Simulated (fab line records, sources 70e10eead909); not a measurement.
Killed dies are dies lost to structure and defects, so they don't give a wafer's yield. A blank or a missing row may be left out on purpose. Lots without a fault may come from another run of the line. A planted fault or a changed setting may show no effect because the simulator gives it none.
fab line records | flow nand_harc
record lots=6 wafers=18 last_day=32
route steps=1302 shown A_CHANNEL_FILL_D2@612
lots that met no fault: from a run of the same line without faults
start_h: hours from the record's first day to the start of the lot's first wafer shown | wait_h: hours since the lot's step before | " the same as in the row above | L1.1+2: a row that stands for several wafers | - no value, or no start given | * or withheld: withheld | < > ~ a bound
route shown NAME@n: a module of which the file shows steps, and the number in the route of the first | usual: mean/standard deviation of fault-free wafers | same: alike in all rows | chamber/n: place in a boat | sites: the reading at each site | _std_site: their standard deviation | _edge_site: outer sites' mean less inner sites' | radius_mm: how far each site lies from the wafer's centre | mask NAME#n: copy n | behind: the tool/chamber that last shaped the wafer | hold: why the lot was held/for how many hours/how that ended | device: the transistor (n, p or np) that didn't switch | end of line: the same wafers' tests at the end of the route | a step without rows: its recipe alone | killed: dies lost to structure and defects at the first sort, not the wafer's yield | map: a wafer's dies, x killed, . not, _ none there
set.NAME: the setting as run; set.NAME@STEP: as run at that earlier step | model.NAME: the simulator's own value behind a step, which no gauge read
lots at some steps of the route; a table a step, a row a wafer
services: from which hour (start_h, from the record's first day; less than 0 if before it) a tool's chamber was out of use, for how many hours, and why
## steps
# step NHARC_A_CHANNEL_FILL_D2_ALD_02
# recipe target_thk_a=60 pulse_time_s=10 ald_cycles=60 temp_c=300 material=SiO2
# usual heater_power_w=470/37 precursor_pulse_height_rel=0.999/0.02
# columns lot.wafer tool chamber start_h wait_h heater_power_w precursor_pulse_height_rel
L897.2 ald_hk-02 0 299.26 - 516 0.976
L897.6 " 3 " " 499 0.990
L897.5 " 0 " " 497 0.983
L905.3 ald_hk-01 0 375.17 - 418 0.985
L905.4 " 1 " " 428 1.029
L905.5 " 2 " " 515 1.025
L906.2 ald_hk-02 1 375.22 - 521 1.007
L906.4 " 0 " " 499 1.006
L906.6 " 1 " " 530 1.004
L908.3 ald_hk-04 1 416.69 - 459 1.012
L908.2 " 3 " " 444 0.999
L908.5 " 0 " " 502 1.015
L913.3 ald_hk-02 0 457.08 - 496 1.030
L913.2 " 2 " " 512 0.991
L913.6 " 3 " " 482 1.006
L918.4 ald_hk-01 0 503.41 - 402 1.008
L918.1 " 1 " " 422 0.989
L918.5 " 0 " " 402 0.996
# step NHARC_A_CHANNEL_FILL_D2_ALD_03
# recipe target_thk_a=60 pulse_time_s=60 ald_cycles=58 temp_c=630 pressure_torr=2 material=SiNx
# usual precursor_pulse_height_rel=1.001/0.018
# columns lot.wafer tool chamber start_h wait_h precursor_pulse_height_rel
L897.2 ald_sin_batch-01 0 - - 1.031
L897.5 " 0 " " 1.012
L897.6 " 0 " " 0.988
L905.3 ald_sin_batch-01 0 - - 0.990
L905.4 " 0 " " 0.966
L905.5 " 0 " " 1.029
L906.2 ald_sin_batch-01 0 - - 1.024
L906.4 " 0 " " 0.976
L906.6 " 0 " " 1.007
L908.2 ald_sin_batch-01 0 - - 0.985
L908.3 " 0 " " 0.995
L908.5 " 0 " " 0.988
L913.2 ald_sin_batch-03 0 - - 1.018
L913.3 " 0 " " 1.010
L913.6 " 0 " " 0.965
L918.1 ald_sin_batch-02 0 - - 1.002
L918.4 " 0 " " 0.993
L918.5 " 0 " " 1.020
# step NHARC_A_CHANNEL_FILL_D2_ALD_14
# recipe target_thk_a=25 pulse_time_s=10 ald_cycles=25 temp_c=300 material=SiO2
# step NHARC_A_CHANNEL_FILL_D2_ALD_15
# recipe target_thk_a=20 pulse_time_s=60 ald_cycles=19 temp_c=630 pressure_torr=2 material=SiNx
# step NHARC_A_CHANNEL_FILL_D2_ALD_16
# recipe target_thk_a=15 pulse_time_s=10 ald_cycles=15 temp_c=300 material=SiO2
# usual heater_power_w=471/37 precursor_pulse_height_rel=1.005/0.021
# columns lot.wafer tool chamber start_h wait_h heater_power_w precursor_pulse_height_rel
L897.2 ald_hk-04 0 311.43 0.1 500 1.013
L897.6 " 1 " " 459 1.001
L897.5 " 2 " " 447 0.988
L905.4 ald_hk-02 2 387.17 0.0 485 0.985
L905.3 " 0 " " 508 0.971
L905.5 " 3 " " 499 1.015
L906.4 ald_hk-01 0 387.17 0.0 436 1.007
L906.2 " 3 " " 474 1.002
L906.6 " 1 " " 423 1.025
L908.2 ald_hk-04 1 428.84 0.1 448 0.991
L908.3 " 2 " " 454 1.023
L908.5 " 1 " " 461 1.032
L913.3 ald_hk-01 2 469.18 0.1 506 1.009
L913.2 " 3 " " 480 1.041
L913.6 " 2 " " 519 1.025
L918.1 ald_hk-02 0 516.08 0.1 492 0.990
L918.4 " 2 " " 499 0.965
L918.5 " 0 " " 499 1.044
# step NHARC_A_CHANNEL_FILL_D2_ANNEAL_17
# recipe temp_c=850 time_s=1800
# step NHARC_A_CHANNEL_FILL_D2_CVD_18
# recipe target_thk_a=30 temp_c=550 material=poly-Si
# step NHARC_A_CHANNEL_FILL_D2_ETCHBACK_19
# recipe target_depth_a=50 time_s=1.7 hbr_flow_sccm=150 cl2_flow_sccm=50 rf_w=400 icp_w=400 bias_w=100 chemistry=HBr/Cl2
# step NHARC_A_CHANNEL_FILL_D2_ETCHBACK_20
# recipe target_depth_a=270 time_s=13.5 c4f8_flow_sccm=withheld o2_flow_sccm=8 ar_flow_sccm=withheld rf_w=600 bias_w=1500 chemistry=C4F8/O2/Ar
# usual oes_product_au=0.98/0.03 rf_vpp_V=980/6.3
# columns lot.wafer tool chamber start_h wait_h oes_product_au rf_hours_counter_h rf_vpp_V
L897.2 rie_diel-08 1 323.44 - 0.92 4 971
L897.5 " 2 " " 0.92 - 988
L897.6 " 3 " " 0.91 - 988
L906.2 rie_diel-06 0 398.78 - 1.01 15 985
L906.4 " 1 " " 1.02 13 976
L906.6 " 1 " " 1.01 - 976
L905.4 rie_diel-06 0 398.83 - 1.01 15 985
L905.3 " 1 " " 1.02 13 977
L905.5 " 0 " " 1.01 - 985
L908.2 rie_diel-02 3 442.36 - 0.99 1 983
L908.3 " 0 " " 0.97 1 970
L908.5 " 3 " " 0.98 - 982
L913.3 rie_diel-02 0 481.37 - 0.98 2 970
L913.2 " 2 " " 0.97 1 984
L913.6 " 3 " " 0.99 - 983
L918.1 rie_diel-06 0 527.87 - 1.00 5 986
L918.4 " 1 " " 0.99 5 976
L918.5 " 0 " " 1.00 - 984
# step NHARC_A_CHANNEL_FILL_D2_STRIP_28
# recipe time_s=20 o2_flow_sccm=500 ar_flow_sccm=0 bias_w=0 chemistry=O2
# usual drypump_motor_current_A=5.7/0.39 oes_product_au=1.001/0.012 rf_vpp_V=57.9/0.86 showerhead_plenum_p_Torr=3.57/0.16 throttle_valve_pct=17.037/0.0094
# columns lot.wafer tool chamber start_h wait_h drypump_motor_current_A oes_product_au rf_hours_counter_h rf_vpp_V showerhead_plenum_p_Torr throttle_valve_pct
L897.2 rie_diel-08 3 323.51 0.1 5.9 0.983 4 57.2 3.74 17.029
L897.6 " 1 " " 5.5 0.995 - 56.9 3.34 17.029
L897.5 " 2 " " 6.1 0.985 - 57.9 3.79 17.022
L906.2 rie_diel-06 2 398.89 0.1 6.3 1.026 13 57.9 3.63 17.035
L906.4 " 0 " " 6.4 1.013 15 58.8 3.69 17.038
L906.6 " 1 " " 5.1 1.016 - 57.1 3.46 17.030
L905.4 rie_diel-06 3 398.92 0.1 5.3 1.004 14 57.2 3.55 17.030
L905.3 " 2 " " 6.3 1.015 13 59.0 3.63 17.020
L905.5 " 3 " " 5.4 1.007 - 56.4 3.55 17.043
L908.3 rie_diel-02 1 442.45 0.1 6.2 1.012 1 58.1 3.75 17.050
L908.2 " 2 " " 5.2 0.984 1 59.3 3.65 17.048
L908.5 " 0 " " 5.9 0.968 - 56.7 3.31 17.039
L913.3 rie_diel-02 1 481.46 0.1 6.2 1.012 2 59.9 3.75 17.045
L913.2 " 2 " " 5.2 0.989 1 59.3 3.64 17.040
L913.6 " 1 " " 6.2 1.005 - 57.9 3.74 17.055
L918.1 rie_diel-06 1 527.95 0.1 5.1 0.992 5 56.9 3.45 17.019
L918.4 " 3 " " 5.3 0.999 5 58.5 3.54 17.032
L918.5 " 1 " " 5.1 0.995 - 57.7 3.45 17.037
# step NHARC_A_CHANNEL_FILL_D2_PRECLEAN_21
# recipe time_s=30 chemistry=dHF
# step NHARC_A_CHANNEL_FILL_D2_SRD_23
# step NHARC_A_CHANNEL_FILL_D2_CVD_05
# recipe target_thk_a=50 temp_c=550 material=poly-Si
# usual spike_tc_bottom_C=570.9/2 spike_tc_centre_C=550.1/1.1 zone_power_top_pct=16.0/1.2
# columns lot.wafer tool chamber start_h wait_h spike_tc_bottom_C spike_tc_centre_C zone_power_top_pct
L897.2 lpcvd_poly-02 0 325.97 2.3 572.2 547.7 17.6
L897.5 " 0 " " 573.5 549.9 17.4
L897.6 " 0 " " 574.4 547.7 17.6
L905.3 lpcvd_poly-04 - 401.28 2.2 - - -
L905.4 " - " " - - -
L905.5 " - " " - - -
L906.2 lpcvd_poly-04 - 401.28 2.3 - - -
L906.4 " - " " - - -
L906.6 " - " " - - -
L908.2 lpcvd_poly-02 0 444.91 2.3 571.5 549.0 17.5
L908.3 " 0 " " 573.1 548.9 17.3
L908.5 " 0 " " 572.5 548.5 17.6
L913.2 lpcvd_poly-04 0 483.85 2.3 571.4 551.5 15.0
L913.3 " 0 " " 570.6 549.2 15.0
L913.6 " 0 " " 570.2 550.1 15.0
L918.1 lpcvd_poly-04 0 530.39 2.3 568.8 550.1 14.4
L918.4 " 0 " " 569.8 549.6 15.0
L918.5 " 0 " " 570.3 549.8 14.9
# step NHARC_A_CHANNEL_FILL_D2_ANNEAL_22
# recipe temp_c=620 time_s=7200
## services
# columns tool chamber start_h hours kind
rie_diel-06 0 286.20 - clean
rie_diel-06 1 286.20 - clean
rie_diel-06 2 286.20 - clean
rie_diel-02 0 286.60 3.0 repair
ald_hk-01 - 299.15 10.0 pm
rie_diel-08 0 305.83 10.9 repair
rie_diel-06 - 307.24 9.0 pm
rie_diel-06 1 337.27 4.8 repair
rie_diel-08 3 342.54 6.7 repair
ald_hk-02 - 353.72 10.0 pm
rie_diel-08 - 367.80 9.0 pm
rie_diel-06 2 373.56 6.6 repair
rie_diel-08 1 391.17 1.9 repair
rie_diel-02 - 393.71 9.0 pm
rie_diel-08 - 394.38 10.3 repair
rie_diel-06 1 413.81 1.7 repair
ald_sin_batch-02 - 454.33 13.4 repair
rie_diel-06 1 462.22 10.3 repair
ald_hk-01 - 477.15 10.0 pm
rie_diel-06 - 484.35 9.0 pm
rie_diel-02 0 485.31 16.4 repair
ald_sin_batch-01 - 506.00 26.0 pm
rie_diel-08 1 516.65 3.9 repair
lpcvd_poly-02 - 528.23 66.1 repair
## key
first_sign step=NHARC_A_CHANNEL_FILL_D2_CVD_05 reading=tool_record direction=missing
effect none on later readings
met_at NHARC_A_CHANNEL_FILL_D2_CVD_05
struck_wafers L905.3,L905.4,L905.5,L906.2,L906.4,L906.6
later_rows_left_out L905.3,L905.4,L905.5,L906.2,L906.4,L906.6
sort_left_out L905.3,L905.4,L905.5,L906.2,L906.4,L906.6
tester_left_out L905,L906
fault kind=skipped_step_whole tool=lpcvd_poly-04 chamber=- onset_h=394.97 steps=NHARC_A_CHANNEL_FILL_D2_CVD_05 scope=struck_lots_only
# tester_left_out: of these lots the tester's yield and bins aren't shown, on N5 and GAA mostly nor the transistor test; their killed dies are dies lost to structure and defects alone, not to doping, threshold or leakage, so they don't give the yield
# sort_left_out: the simulated sort isn't trusted on such a fault, so these wafers' sort isn't shown, and their yield isn't known
# later_rows_left_out: the simulator's readings of these wafers behind a module that went badly wrong aren't trusted and aren't shown, but for the sort
